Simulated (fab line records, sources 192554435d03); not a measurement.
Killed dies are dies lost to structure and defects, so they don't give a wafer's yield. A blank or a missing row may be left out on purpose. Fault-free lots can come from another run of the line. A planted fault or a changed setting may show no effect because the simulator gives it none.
A single fault, viewed from 2 desks / flow n5Finfet / every desk sees just its own numbers, and what lay behind them comes last

== THE TOOL OWNER'S DESK: lithoTrack-02 ==
The tool's own readings at N5_BEOL_M1_COAT_68 (time 60 s, resist thk 12 nm): means of the sampled wafers that have a number, for each lot that ran on this tool. If a lot's mean is further than 4 standard deviations from the usual mean, the lot is out of limits and carries the mark OUT (the distance appears in the brackets).
Columns: A = heaterPowerTotalW at N5_BEOL_M1_COAT_68, usual 427.5 W; B = resistLineTempC at N5_BEOL_M1_COAT_68, usual 22.99 C; C = spinSpeedRpm at N5_BEOL_M1_COAT_68, usual 1500.1 rpm
lot=L669; first seen here=day 6 17:28; A=427.1; B=23.00; C=1500.3
lot=L668; first seen here=day 7 00:04; A=425.6; B=22.98; C=1499.4
lot=L671; first seen here=day 7 06:56; A=426.8; B=22.94; C=1500.5
lot=L678; first seen here=day 8 21:34; A=426.8; B=22.84; C=1596.4 (+99 or more) OUT
lot=L679; first seen here=day 9 03:43; A=427.1; B=22.90; C=1596.2 (+99 or more) OUT
This desk finds L678, L679 out of limits, L678 being first, at day 8 21:34 (spinSpeedRpm at N5_BEOL_M1_COAT_68). In limits: L669, L668, L671.

== THE METROLOGY DESK ==
What the gauges read, lot by lot, whatever tool the lot ran on: means of the sampled wafers that have a number. If a lot's mean is further than 4 standard deviations from the usual mean, the lot is out of limits and carries the mark OUT (the distance appears in the brackets). Readings shown: 7 of its 13, picked as those furthest out on some lot.
Columns: A = DIBL_N at N5_BEOL_M4_RC_MEAS_101, usual 36.4 mV/V; B = IOFF_N at N5_BEOL_M4_RC_MEAS_101, usual 0.159 nA/um; C = IOFF_P at N5_BEOL_M4_RC_MEAS_101, usual 0.21 nA/um; D = ION_N at N5_BEOL_M4_RC_MEAS_101, usual 670 uA/um; E = ION_P at N5_BEOL_M4_RC_MEAS_101, usual 459 uA/um; F = SS_N at N5_BEOL_M4_RC_MEAS_101, usual 71.5 mV/dec; G = VT_P at N5_BEOL_M4_RC_MEAS_101, usual -250 mV
lot=L669; first seen here=day 6 15:20; A=35.3; B=0.141; C=0.19; D=662; E=455; F=71.3; G=-251
lot=L670; first seen here=day 6 20:17; A=36.0; B=0.149; C=0.22; D=672; E=463; F=71.1; G=-248
lot=L668; first seen here=day 6 20:53; A=36.3; B=0.156; C=0.20; D=668; E=455; F=71.3; G=-252
lot=L671; first seen here=day 7 03:47; A=38.4; B=0.218; C=0.27; D=693; E=473; F=72.4; G=-245
lot=L678; first seen here=day 8 18:36; A=37.1; B=0.168; C=0.19; D=672; E=455; F=71.9; G=-254
lot=L679; first seen here=day 9 00:40; A=35.7; B=0.136; C=0.19; D=659; E=455; F=70.9; G=-253
lot=L683; first seen here=day 9 19:57; A=36.0; B=0.139; C=0.20; D=656; E=452; F=71.1; G=-253
lot=L684; first seen here=day 10 04:59; A=33.8; B=0.131; C=0.18; D=664; E=460; F=70.4; G=-250
lot=L688; first seen here=day 10 22:43; A=38.9; B=0.194; C=0.23; D=686; E=464; F=71.6; G=-249
lot=L689; first seen here=day 11 02:04; A=37.0; B=0.152; C=0.17; D=666; E=450; F=71.8; G=-258
lot=L691; first seen here=day 11 20:10; A=34.2; B=0.137; C=0.23; D=663; E=466; F=71.2; G=-246
This desk's verdict: no lot among the 11 shows anything out of limits.

== TAKEN TOGETHER ==
The tool owner's desk could have raised an alarm at day 8 21:34, on L678, L679.
Metrology desk: nothing out of limits seen.
The metrology desk holds a record of L678, L679, inside its limits.
Of the lots named, all ran N5_BEOL_M1_COAT_68 on lithoTrack-02.

== WHAT HAD BEEN PUT IN BY THE SIMULATOR ==
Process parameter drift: lithoTrack-02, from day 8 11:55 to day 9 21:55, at N5_BEOL_M1_COAT_68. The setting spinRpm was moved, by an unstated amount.
Struck lots among those shown: L678, L679.
How many hours passed from the start of the fault until each desk's first out-of-limits reading: the tool owner's desk, 10.
